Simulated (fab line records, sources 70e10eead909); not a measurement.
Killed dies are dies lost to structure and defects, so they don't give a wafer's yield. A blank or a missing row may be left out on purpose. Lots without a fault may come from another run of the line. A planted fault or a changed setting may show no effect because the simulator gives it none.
fab line records | flow nand_harc
record lots=24 wafers=72 last_day=24
route steps=1159 shown A_CONTACT@855
lots that met no fault: from a run of the same line without faults
start_h: hours from the record's first day to the start of the lot's first wafer shown | wait_h: hours since the lot's step before | " the same as in the row above | L1.1+2: a row that stands for several wafers | - no value, or no start given | * or withheld: withheld | < > ~ a bound
route shown NAME@n: a module of which the file shows steps, and the number in the route of the first | usual: mean/standard deviation of fault-free wafers | same: alike in all rows | chamber/n: place in a boat | sites: the reading at each site | _std_site: their standard deviation | _edge_site: outer sites' mean less inner sites' | radius_mm: how far each site lies from the wafer's centre | mask NAME#n: copy n | behind: the tool/chamber that last shaped the wafer | hold: why the lot was held/for how many hours/how that ended | device: the transistor (n, p or np) that didn't switch | end of line: the same wafers' tests at the end of the route | a step without rows: its recipe alone | killed: dies lost to structure and defects at the first sort, not the wafer's yield | map: a wafer's dies, x killed, . not, _ none there
set.NAME: the setting as run; set.NAME@STEP: as run at that earlier step | model.NAME: the simulator's own value behind a step, which no gauge read
steps of the route over a sample of lots; a table a step, a row a wafer
services: from which hour (start_h, from the record's first day; less than 0 if before it) a tool's chamber was out of use, for how many hours, and why
## steps
# step NHARC_A_CONTACT_OVL_MEAS_43
# usual overlay_x_nm=0.2/0.56 overlay_y_nm=-0.1/0.76
# columns lot.wafer tool chamber start_h wait_h overlay_x_nm overlay_y_nm
L075.1 overlay-01 - 366.66 - -0.7 0.6
L075.4 " - " " -0.4 0.7
L075.5 " - " " 0.3 0.8
L074.1 overlay-01 - 370.71 - 1.4 0.4
L074.2 " - " " 1.2 -0.4
L074.5 " - " " 1.1 -0.1
L077.2 overlay-02 - 380.83 - 0.6 0.4
L077.4 " - " " 0.5 -0.2
L077.6 " - " " 0.5 -0.7
L078.1 overlay-01 - 382.14 - 0.7 -0.2
L078.3 " - " " 0.6 0.3
L078.5 " - " " 0.9 0.1
L079.2 overlay-02 - 386.10 - 0.4 -0.4
L079.5 " - " " 0.5 -0.4
L079.6 " - " " 0.5 -0.2
L076.1 overlay-02 - 386.52 - 0.2 -1.4
L076.4 " - " " 1.2 -1.1
L076.6 " - " " 1.0 -1.3
L080.3 overlay-02 - 390.68 - 0.0 0.1
L080.4 " - " " -0.1 -0.1
L080.5 " - " " -0.3 -0.4
L081.2 overlay-01 - 417.52 - 0.4 -1.4
L081.5 " - " " 0.8 -1.2
L081.6 " - " " 0.3 -1.7
L082.1 overlay-01 - 418.17 - -0.4 0.6
L082.5 " - " " 0.2 0.4
L082.6 " - " " 0.3 0.2
L084.1 overlay-02 - 425.28 - -0.8 -0.6
L084.3 " - " " 0.0 -0.6
L084.4 " - " " 0.3 -0.2
L083.1 overlay-02 - 428.82 - -0.3 0.4
L083.2 " - " " -0.6 0.9
L083.3 " - " " -0.2 1.3
L088.3 overlay-02 - 444.34 - 0.1 0.1
L088.5 " - " " -0.1 -0.2
L088.6 " - " " 0.2 0.4
L086.1 overlay-02 - 445.49 - -0.3 -1.3
L086.2 " - " " -0.3 -0.5
L086.3 " - " " -0.4 -1.0
L085.4 overlay-02 - 448.50 - -0.5 0.0
L085.5 " - " " -1.0 -0.3
L085.6 " - " " -0.9 -0.6
L091.1 overlay-01 - 456.95 - -0.3 0.0
L091.3 " - " " -0.1 -0.3
L091.5 " - " " -0.2 -0.4
L090.4 overlay-02 - 457.12 - 0.4 0.5
L090.5 " - " " 0.9 0.7
L090.6 " - " " 0.4 0.8
L087.1 overlay-02 - 461.14 - 0.9 -0.9
L087.4 " - " " 0.2 -1.0
L087.6 " - " " 0.8 -1.1
L089.1 overlay-01 - 462.56 - 0.3 -0.6
L089.3 " - " " 0.2 -0.1
L089.6 " - " " 0.5 0.1
L093.1 overlay-02 - 472.20 - 0.3 0.8
L093.2 " - " " 0.4 1.0
L093.6 " - " " -0.3 0.7
L092.2 overlay-02 - 495.50 - 0.5 0.5
L092.5 " - " " 0.3 -0.4
L092.6 " - " " 0.2 0.0
L095.1 overlay-01 - 498.84 - -0.4 -1.3
L095.2 " - " " -0.2 -1.3
L095.4 " - " " -0.1 -1.3
L096.2 overlay-02 - 499.25 - 0.1 0.0
L096.3 " - " " 0.2 0.0
L096.4 " - " " 0.2 -0.3
L094.3 overlay-02 - 508.75 - 0.9 -0.2
L094.4 " - " " 1.1 -0.2
L094.6 " - " " 1.2 0.1
L097.1 overlay-01 - 510.49 - 0.6 1.6
L097.4 " - " " 0.7 1.4
L097.5 " - " " 1.3 1.2
# step NHARC_A_CONTACT_ETCH_48
# recipe target_depth_a=390 over_etch_frac=0.3 time_s=65 ion_energy_ev=80 cf4_flow_sccm=150 ar_flow_sccm=0 rf_w=300 bias_w=100 chemistry=CF4
# usual drypump_motor_current_A=5.7/0.36 oes_product_au=1.002/0.0075 rf_vpp_V=151.4/1.5 showerhead_plenum_p_Torr=1.77/0.098 throttle_valve_pct=13.284/0.0088
# same time_s=65
# columns lot.wafer tool chamber start_h wait_h drypump_motor_current_A oes_product_au rf_hours_counter_h rf_vpp_V showerhead_plenum_p_Torr throttle_valve_pct
L075.4 rie_diel-07 2 366.85 0.1 5.5 1.009 28 149.9 1.64 13.283
L075.1 " 3 " " 6.1 0.990 25 148.8 1.65 13.277
L075.5 " 0 " " 5.0 0.998 - 152.6 1.87 13.286
L074.2 rie_diel-13 2 370.90 0.1 5.6 1.015 31 153.7 1.90 13.277
L074.1 " 0 " " 5.5 1.006 30 151.9 1.75 13.286
L074.5 " 1 " " 6.3 1.008 - 149.8 1.68 13.295
L077.2 rie_diel-07 2 381.03 0.1 5.5 1.023 30 149.7 1.64 13.278
L077.4 " 2 " " 5.5 1.018 - 150.1 1.64 13.268
L077.6 " 1 " " 5.7 0.998 - 151.3 1.80 13.297
L078.3 rie_diel-13 2 382.32 0.1 5.7 1.008 34 153.7 1.90 13.295
L078.1 " 0 " " 5.5 1.004 34 151.4 1.75 13.291
L078.5 " 2 " " 5.6 0.997 - 153.3 1.90 13.290
L079.2 rie_diel-13 1 386.31 0.1 6.3 1.004 37 147.9 1.67 13.288
L079.6 " 1 " " 6.3 0.998 - 149.3 1.67 13.282
L079.5 " 2 " " 5.6 1.018 - 152.4 1.90 13.282
L076.1 rie_diel-07 1 386.73 0.1 5.7 0.986 32 152.0 1.80 13.301
L076.6 " 2 " " 5.5 1.000 - 151.0 1.64 13.273
L076.4 " 3 " " 6.1 0.995 - 150.4 1.65 13.294
L080.4 rie_diel-13 3 390.86 0.1 5.4 0.992 39 151.7 1.73 13.288
L080.3 " 2 " " 5.6 1.003 39 151.7 1.90 13.275
L080.5 " 3 " " 5.4 0.995 - 150.9 1.73 13.290
L081.2 rie_diel-07 2 417.72 0.1 5.5 0.994 0 152.4 1.91 13.287
L081.5 " 3 " " 6.1 1.011 - 149.6 1.64 13.268
L081.6 " 0 " " 5.0 1.015 - 152.6 1.86 13.289
L082.1 rie_diel-01 1 418.37 0.1 5.8 1.005 35 149.0 1.68 13.283
L082.5 " 3 " " 5.6 0.998 - 151.4 1.77 13.290
L082.6 " 0 " " 5.4 1.007 - 149.8 1.67 13.285
L084.3 rie_diel-07 2 425.46 0.1 5.5 0.996 1 153.5 1.91 13.280
L084.1 " 3 " " 6.1 1.003 1 148.8 1.65 13.284
L084.4 " 1 " " 5.7 1.008 1 151.1 1.80 13.285
L083.2 rie_diel-13 0 429.01 0.1 5.5 1.006 53 151.3 1.75 13.298
L083.1 " 2 " " 5.6 1.015 53 154.5 1.89 13.308
L083.3 " 3 " " 5.4 1.000 53 151.1 1.72 13.277
L088.3 rie_diel-13 0 444.53 0.1 5.5 0.999 59 151.8 1.75 13.288
L088.5 " 0 " " 5.5 0.997 - 150.9 1.75 13.274
L088.6 " 1 " " 6.3 0.992 - 149.5 1.67 13.293
L086.1 rie_diel-13 3 445.67 0.1 5.4 0.997 61 149.1 1.72 13.298
L086.3 " 0 " " 5.5 1.007 59 150.7 1.75 13.283
L086.2 " 1 " " 6.3 0.997 60 149.8 1.67 13.276
L085.4 rie_diel-07 1 448.82 0.2 5.7 0.999 5 153.0 1.80 13.285
L085.6 " 0 " " 5.0 1.008 - 152.4 1.86 13.279
L085.5 " 1 " " 5.7 0.988 - 151.7 1.80 13.272
L091.1 rie_diel-07 0 457.31 0.1 5.0 1.010 8 153.2 1.86 13.280
L091.3 " 2 " " 5.5 0.999 7 153.5 1.91 13.274
L091.5 " 1 " " 5.7 1.000 - 151.4 1.80 13.270
L090.4 rie_diel-07 1 457.38 0.1 5.7 0.998 7 151.4 1.80 13.280
L090.5 " 1 " " 5.7 1.010 - 153.0 1.80 13.289
L090.6 " 2 " " 5.5 1.004 - 153.6 1.91 13.288
L087.4 rie_diel-07 1 461.32 0.1 5.7 1.002 9 152.3 1.80 13.294
L087.1 " 0 " " 5.0 1.003 10 152.1 1.86 13.282
L087.6 " 1 " " 5.7 0.998 - 152.3 1.80 13.288
L089.3 rie_diel-07 2 462.75 0.1 5.5 0.993 10 153.9 1.91 13.290
L089.1 " 1 " " 5.7 0.994 9 150.7 1.80 13.281
L089.6 " 2 " " 5.5 0.988 - 151.6 1.91 13.284
L093.1 rie_diel-07 3 472.50 0.2 6.1 1.001 13 150.6 1.64 13.298
L093.2 " 2 " " 5.5 1.008 12 153.3 1.91 13.274
L093.6 " 3 " " 6.1 1.003 - 150.8 1.64 13.284
L092.2 rie_diel-07 3 495.69 0.1 6.1 1.001 16 148.8 1.64 13.270
L092.5 " 2 " " 5.5 1.000 - 152.6 1.90 13.288
L092.6 " 3 " " 6.1 0.991 - 149.4 1.64 13.287
L095.4 rie_diel-07 1 499.20 0.1 5.7 0.998 15 151.1 1.80 13.281
L095.1 " 2 " " 5.5 1.002 16 154.5 1.90 13.290
L095.2 " 3 " " 6.1 0.991 17 150.1 1.64 13.275
L096.4 rie_diel-13 2 499.63 0.1 5.6 1.016 15 153.3 1.89 13.265
L096.2 " 3 " " 5.4 0.997 14 150.8 1.72 13.278
L096.3 " 1 " " 6.3 1.004 16 150.8 1.66 13.296
L094.4 rie_diel-07 2 508.93 0.1 5.5 1.002 17 153.0 1.90 13.280
L094.3 " 1 " " 5.7 1.006 17 151.4 1.80 13.265
L094.6 " 2 " " 5.5 1.005 - 153.6 1.90 13.284
L097.1 rie_diel-07 2 510.70 0.1 5.5 0.989 18 152.2 1.90 13.287
L097.4 " 1 " " 5.7 0.997 18 153.3 1.80 13.299
L097.5 " 2 " " 5.5 0.999 - 152.6 1.90 13.292
# step NHARC_A_CONTACT_ETCH_116
# recipe source_w=withheld pressure_mtorr=20 bias_v=3000 time_s=94 target_depth_a=9220 ar_flow_sccm=withheld c4f8_flow_sccm=withheld o2_flow_sccm=withheld chemistry=C4F8/O2/Ar
# same time_s=94
# columns lot.wafer tool chamber start_h wait_h rf_hours_counter_h
L075.1 har_cap_etch-01 1 368.58 0.1 56
L075.4 " 1 " " -
L075.5 " 1 " " -
L074.2 har_cap_etch-01 0 372.63 0.1 57
L074.1 " 1 " " 57
L074.5 " 1 " " -
L077.2 har_cap_etch-03 1 382.99 0.1 83
L077.4 " 1 " " -
L077.6 " 0 " " -
L078.1 har_cap_etch-02 0 384.54 0.1 11
L078.3 " 0 " " -
L078.5 " 1 " " -
L079.2 har_cap_etch-03 0 388.13 0.1 85
L079.6 " 1 " " -
L079.5 " 0 " " -
L076.1 har_cap_etch-02 0 388.77 0.1 12
L076.4 " 1 " " -
L076.6 " 1 " " -
L080.4 har_cap_etch-02 1 392.83 0.1 -
L080.3 " 0 " " -
L080.5 " 1 " " -
L081.2 har_cap_etch-02 0 419.47 0.1 16
L081.6 " 1 " " -
L081.5 " 0 " " -
L082.1 har_cap_etch-01 0 420.12 0.1 64
L082.5 " 1 " " -
L082.6 " 0 " " -
L084.1 har_cap_etch-03 0 427.40 0.1 91
L084.3 " 1 " " -
L084.4 " 0 " " -
L083.1 har_cap_etch-03 0 430.98 0.1 92
L083.2 " 1 " " 92
L083.3 " 0 " " -
L088.3 har_cap_etch-02 0 446.43 0.1 -
L088.6 " 0 " " -
L088.5 " 1 " " -
L086.1 har_cap_etch-01 0 447.40 0.1 68
L086.2 " 1 " " 68
L086.3 " 0 " " -
L085.4 har_cap_etch-03 0 450.78 0.1 -
L085.6 " 1 " " -
L085.5 " 0 " " -
L091.1 har_cap_etch-02 1 459.89 0.1 24
L091.3 " 1 " " -
L091.5 " 0 " " -
L090.4 har_cap_etch-01 0 460.42 0.1 -
L090.5 " 0 " " -
L090.6 " 1 " " -
L087.1 har_cap_etch-01 1 463.05 0.1 72
L087.4 " 1 " " -
L087.6 " 1 " " -
L089.1 har_cap_etch-03 0 464.94 0.1 98
L089.3 " 0 " " -
L089.6 " 1 " " -
L093.1 har_cap_etch-02 0 474.24 0.1 28
L093.2 " 1 " " 28
L093.6 " 0 " " -
L092.2 har_cap_etch-03 1 497.43 0.1 102
L092.6 " 0 " " -
L092.5 " 1 " " -
L095.2 har_cap_etch-01 1 501.30 0.1 77
L095.1 " 0 " " 77
L095.4 " 1 " " -
L096.2 har_cap_etch-02 0 501.47 0.1 30
L096.3 " 0 " " -
L096.4 " 1 " " -
L094.4 har_cap_etch-03 1 510.75 0.1 -
L094.3 " 0 " " -
L094.6 " 0 " " -
L097.1 har_cap_etch-02 1 512.66 0.1 33
L097.4 " 1 " " -
L097.5 " 1 " " -
# step NHARC_A_CONTACT_ETCH_117
# recipe source_w=withheld pressure_mtorr=20 bias_v=3000 time_s=94 target_depth_a=9220 ar_flow_sccm=withheld c4f8_flow_sccm=withheld o2_flow_sccm=withheld chemistry=C4F8/O2/Ar
# same time_s=94
# columns lot.wafer tool chamber start_h wait_h rf_hours_counter_h
L075.1 har_cap_etch-01 1 368.67 0.1 56
L075.4 " 1 " " -
L075.5 " 1 " " -
L074.2 har_cap_etch-01 0 372.72 0.1 57
L074.1 " 1 " " 57
L074.5 " 1 " " -
L077.2 har_cap_etch-03 1 383.08 0.1 84
L077.4 " 1 " " -
L077.6 " 0 " " -
L078.1 har_cap_etch-02 0 384.63 0.1 11
L078.3 " 0 " " -
L078.5 " 1 " " -
L079.2 har_cap_etch-03 0 388.23 0.1 85
L079.6 " 1 " " -
L079.5 " 0 " " -
L076.1 har_cap_etch-02 0 388.89 0.1 12
L076.4 " 1 " " -
L076.6 " 1 " " -
L080.4 har_cap_etch-02 1 392.95 0.1 -
L080.3 " 0 " " -
L080.5 " 1 " " -
L081.2 har_cap_etch-02 0 419.56 0.1 16
L081.6 " 1 " " -
L081.5 " 0 " " -
L082.1 har_cap_etch-01 0 420.21 0.1 64
L082.5 " 1 " " -
L082.6 " 0 " " -
L084.1 har_cap_etch-03 0 427.52 0.1 91
L084.3 " 1 " " -
L084.4 " 0 " " -
L083.1 har_cap_etch-03 0 431.10 0.1 92
L083.2 " 1 " " 92
L083.3 " 0 " " -
L088.3 har_cap_etch-02 0 446.56 0.1 -
L088.6 " 0 " " -
L088.5 " 1 " " -
L086.1 har_cap_etch-01 0 447.49 0.1 68
L086.2 " 1 " " 68
L086.3 " 0 " " -
L085.4 har_cap_etch-03 0 450.90 0.1 -
L085.6 " 1 " " -
L085.5 " 0 " " -
L091.1 har_cap_etch-02 1 459.98 0.1 24
L091.3 " 1 " " -
L091.5 " 0 " " -
L090.4 har_cap_etch-01 0 460.51 0.1 -
L090.5 " 0 " " -
L090.6 " 1 " " -
L087.1 har_cap_etch-01 1 463.14 0.1 72
L087.4 " 1 " " -
L087.6 " 1 " " -
L089.1 har_cap_etch-03 0 465.03 0.1 98
L089.3 " 0 " " -
L089.6 " 1 " " -
L093.1 har_cap_etch-02 0 474.33 0.1 28
L093.2 " 1 " " 28
L093.6 " 0 " " -
L092.2 har_cap_etch-03 1 497.52 0.1 102
L092.6 " 0 " " -
L092.5 " 1 " " -
L095.2 har_cap_etch-01 1 501.39 0.1 78
L095.1 " 0 " " 78
L095.4 " 1 " " -
L096.2 har_cap_etch-02 0 501.57 0.1 30
L096.3 " 0 " " -
L096.4 " 1 " " -
L094.4 har_cap_etch-03 1 510.84 0.1 -
L094.3 " 0 " " -
L094.6 " 0 " " -
L097.1 har_cap_etch-02 1 512.75 0.1 33
L097.4 " 1 " " -
L097.5 " 1 " " -
# step NHARC_A_CONTACT_ETCH_127
# recipe source_w=withheld pressure_mtorr=20 bias_v=1200 time_s=155 target_depth_a=9560 ar_flow_sccm=withheld c4f8_flow_sccm=withheld o2_flow_sccm=withheld chemistry=C4F8/O2/Ar
# same time_s=155
# columns lot.wafer tool chamber start_h wait_h rf_hours_counter_h
L075.1 har_cap_etch-03 1 375.27 0.1 82
L075.4 " 0 " " -
L075.5 " 0 " " -
L074.1 har_cap_etch-02 1 379.31 0.1 10
L074.2 " 0 " " 10
L074.5 " 0 " " -
L077.2 har_cap_etch-01 0 390.83 0.1 60
L077.4 " 1 " " -
L077.6 " 0 " " -
L078.1 har_cap_etch-03 1 391.47 0.1 86
L078.3 " 0 " " -
L078.5 " 1 " " -
L079.2 har_cap_etch-01 0 395.46 0.2 61
L079.5 " 1 " " -
L079.6 " 0 " " -
L076.1 har_cap_etch-03 1 396.89 0.1 87
L076.4 " 1 " " -
L076.6 " 0 " " -
L080.4 har_cap_etch-03 0 400.08 0.1 -
L080.3 " 1 " " -
L080.5 " 0 " " -
L082.1 har_cap_etch-02 1 428.35 0.1 17
L082.5 " 0 " " -
L082.6 " 1 " " -
L081.2 har_cap_etch-01 1 428.73 0.1 65
L081.6 " 0 " " -
L081.5 " 1 " " -
L084.1 har_cap_etch-02 1 434.34 0.1 19
L084.4 " 1 " " -
L084.3 " 0 " " -
L083.2 har_cap_etch-02 0 437.86 0.1 20
L083.1 " 1 " " 20
L083.3 " 0 " " -
L088.3 har_cap_etch-02 0 454.63 0.1 -
L088.6 " 1 " " -
L088.5 " 0 " " -
L086.1 har_cap_etch-01 0 454.95 0.1 69
L086.2 " 1 " " 69
L086.3 " 0 " " -
L085.4 har_cap_etch-03 1 458.89 0.1 -
L085.5 " 1 " " -
L085.6 " 0 " " -
L091.1 har_cap_etch-01 0 466.68 0.1 73
L091.3 " 1 " " -
L091.5 " 0 " " -
L090.4 har_cap_etch-02 0 467.46 0.1 -
L090.6 " 1 " " -
L090.5 " 0 " " -
L087.1 har_cap_etch-03 1 469.96 0.2 99
L087.4 " 1 " " -
L087.6 " 1 " " -
L089.1 har_cap_etch-01 1 471.48 0.1 74
L089.3 " 1 " " -
L089.6 " 0 " " -
L093.1 har_cap_etch-01 1 483.80 0.1 76
L093.2 " 0 " " 76
L093.6 " 0 " " -
L092.2 har_cap_etch-03 1 504.78 0.1 103
L092.5 " 0 " " -
L092.6 " 1 " " -
L095.2 har_cap_etch-01 1 507.92 0.1 79
L095.1 " 0 " " 79
L095.4 " 1 " " -
L096.2 har_cap_etch-02 1 508.12 0.1 32
L096.3 " 0 " " -
L096.4 " 1 " " -
L094.3 har_cap_etch-02 0 518.20 0.1 -
L094.4 " 1 " " -
L094.6 " 0 " " -
L097.1 har_cap_etch-03 0 519.78 0.1 106
L097.4 " 0 " " -
L097.5 " 1 " " -
# step NHARC_A_CONTACT_ETCH_97
# recipe target_depth_a=200 over_etch_frac=0.5 time_s=10 ion_energy_ev=250 c4f6_flow_sccm=25 o2_flow_sccm=20 ar_flow_sccm=500 rf_w=600 bias_w=500 chemistry=C4F6/O2
# usual drypump_motor_current_A=5.7/0.38 oes_product_au=0.961/0.02 rf_vpp_V=546/4.3 showerhead_plenum_p_Torr=3.91/0.21 throttle_valve_pct=26.903/0.0092
# same time_s=10
# columns lot.wafer tool chamber start_h wait_h drypump_motor_current_A oes_product_au rf_hours_counter_h rf_vpp_V showerhead_plenum_p_Torr throttle_valve_pct
L075.1 rie_diel-13 2 - - 5.6 0.964 33 552 4.21 26.899
L075.4 " 3 " " 5.4 0.957 32 545 3.84 26.905
L075.5 " 1 " " 6.3 0.957 - 543 3.72 26.894
L074.1 rie_diel-07 1 380.90 0.1 5.7 0.940 31 547 4.00 26.900
L074.2 " 3 " " 6.1 0.956 28 540 3.66 26.893
L074.5 " 3 " " 6.1 0.945 - 541 3.66 26.904
L077.4 rie_diel-13 2 - - 5.6 0.961 40 551 4.20 26.904
L077.2 " 0 " " 5.5 0.952 39 545 3.89 26.905
L077.6 " 2 " " 5.6 0.953 - 552 4.20 26.898
L078.3 rie_diel-07 3 - - 6.1 0.944 32 541 3.66 26.902
L078.1 " 1 " " 5.7 0.944 34 548 4.00 26.907
L078.5 " 3 " " 6.1 0.943 - 542 3.66 26.886
L079.2 rie_diel-07 1 - - 5.7 0.950 35 549 4.00 26.915
L079.6 " 1 " " 5.7 0.959 - 549 4.00 26.898
L079.5 " 2 " " 5.6 0.982 - 541 3.64 26.901
L076.4 rie_diel-07 2 - - 5.6 0.962 36 541 3.64 26.896
L076.1 " 1 " " 5.7 0.966 36 548 4.00 26.907
L076.6 " 2 " " 5.5 0.967 - 539 3.64 26.886
L080.4 rie_diel-01 3 - - 5.6 0.940 35 546 3.93 26.893
L080.3 " 1 " " 5.8 0.948 31 544 3.74 26.905
L080.5 " 3 " " 5.6 0.958 - 548 3.93 26.895
L082.1 rie_diel-07 3 - - 6.1 0.999 2 541 3.65 26.892
L082.6 " 0 " " 5.0 1.009 - 550 4.13 26.895
L082.5 " 1 " " 5.7 1.004 - 548 4.00 26.915
L081.2 rie_diel-07 0 - - 5.1 0.956 2 552 4.13 26.905
L081.5 " 3 " " 6.1 0.958 - 541 3.65 26.898
L081.6 " 0 " " 5.1 0.968 - 552 4.13 26.910
L084.1 rie_diel-07 0 - - 5.0 0.959 3 551 4.13 26.891
L084.4 " 1 " " 5.7 0.956 3 548 4.00 26.885
L084.3 " 3 " " 6.1 0.959 3 542 3.65 26.881
L083.3 rie_diel-07 1 - - 5.7 0.970 4 547 4.00 26.902
L083.1 " 2 " " 5.5 0.956 4 553 4.22 26.909
L083.2 " 3 " " 6.1 0.962 4 544 3.65 26.904
L088.3 rie_diel-07 3 - - 6.1 0.945 7 543 3.65 26.912
L088.6 " 2 " " 5.5 0.942 - 552 4.22 26.911
L088.5 " 3 " " 6.1 0.943 - 542 3.65 26.918
L086.3 rie_diel-07 0 - - 5.1 0.968 7 552 4.13 26.898
L086.2 " 1 " " 5.8 0.959 7 546 3.99 26.911
L086.1 " 2 " " 5.5 0.947 7 553 4.22 26.905
L085.4 rie_diel-07 2 - - 5.5 0.935 9 552 4.22 26.922
L085.6 " 3 " " 6.1 0.956 - 540 3.65 26.902
L085.5 " 0 " " 5.1 0.961 - 553 4.13 26.904
L091.3 rie_diel-07 0 - - 5.0 0.961 12 553 4.12 26.892
L091.1 " 1 " " 5.7 0.963 10 549 3.99 26.900
L091.5 " 0 " " 5.0 0.957 - 552 4.12 26.916
L090.4 rie_diel-13 3 - - 5.4 0.982 2 546 3.82 26.894
L090.5 " 1 " " 6.3 0.976 - 543 3.70 26.914
L090.6 " 2 " " 5.6 0.987 - 554 4.19 26.885
L087.1 rie_diel-07 1 - - 5.7 0.933 11 549 3.99 26.906
L087.4 " 2 " " 5.5 0.941 12 553 4.22 26.902
L087.6 " 0 " " 5.0 0.939 - 551 4.12 26.900
L089.1 rie_diel-01 3 - - 5.5 0.974 62 546 3.91 26.909
L089.3 " 1 " " 5.8 0.957 44 542 3.73 26.890
L089.6 " 0 " " 5.4 0.968 - 541 3.70 26.907
L093.1 rie_diel-07 0 - - 5.1 0.955 15 551 4.12 26.910
L093.2 " 2 " " 5.5 0.929 14 552 4.22 26.915
L093.6 " 1 " " 5.7 0.931 - 549 3.99 26.903
L092.2 rie_diel-01 3 - - 5.6 1.005 2 546 3.90 26.907
L092.5 " 2 " " 6.4 0.997 - 549 3.99 26.909
L092.6 " 3 " " 5.6 1.008 - 545 3.90 26.902
L095.4 rie_diel-07 3 - - 6.1 0.957 20 542 3.64 26.881
L095.2 " 0 " " 5.0 0.972 20 551 4.12 26.904
L095.1 " 1 " " 5.7 0.954 18 547 3.99 26.916
L096.3 rie_diel-01 0 - - 5.4 0.991 3 543 3.69 26.900
L096.2 " 2 " " 6.3 1.000 3 548 3.99 26.912
L096.4 " 3 " " 5.6 1.006 3 547 3.90 26.905
L094.4 rie_diel-01 2 - - 6.3 0.959 7 550 3.99 26.904
L094.3 " 0 " " 5.4 0.963 8 541 3.69 26.892
L094.6 " 1 " " 5.8 0.947 - 543 3.73 26.899
L097.4 rie_diel-01 2 - - 6.3 0.949 7 547 3.99 26.905
L097.1 " 3 " " 5.6 0.964 8 546 3.90 26.910
L097.5 " 0 " " 5.4 0.934 - 542 3.69 26.909
## services
# columns tool chamber start_h hours kind
rie_diel-13 - 346.60 0.4 repair
rie_diel-07 0 359.75 - clean
rie_diel-07 1 359.75 - clean
rie_diel-07 2 359.75 - clean
rie_diel-07 3 359.75 - clean
har_cap_etch-01 - 364.05 0.2 repair
rie_diel-07 0 380.10 8.9 repair
rie_diel-07 1 384.25 - clean
rie_diel-07 2 384.25 - clean
rie_diel-07 3 384.25 - clean
rie_diel-07 0 405.25 9.0 vent_cycle
rie_diel-07 1 405.25 9.0 vent_cycle
rie_diel-07 2 405.25 9.0 vent_cycle
rie_diel-07 0 414.25 - clean
rie_diel-07 0 414.25 - consumable_replace:focus_ring
rie_diel-07 1 414.25 - clean
rie_diel-07 1 414.25 - consumable_replace:focus_ring
rie_diel-07 2 414.25 - clean
rie_diel-07 2 414.25 - consumable_replace:focus_ring
rie_diel-07 2 414.25 - consumable_replace:showerhead
rie_diel-01 1 434.38 29.7 repair
rie_diel-01 0 443.72 6.3 repair
rie_diel-13 - 453.14 9.0 pm
rie_diel-01 - 491.87 9.0 pm
## key
fault none
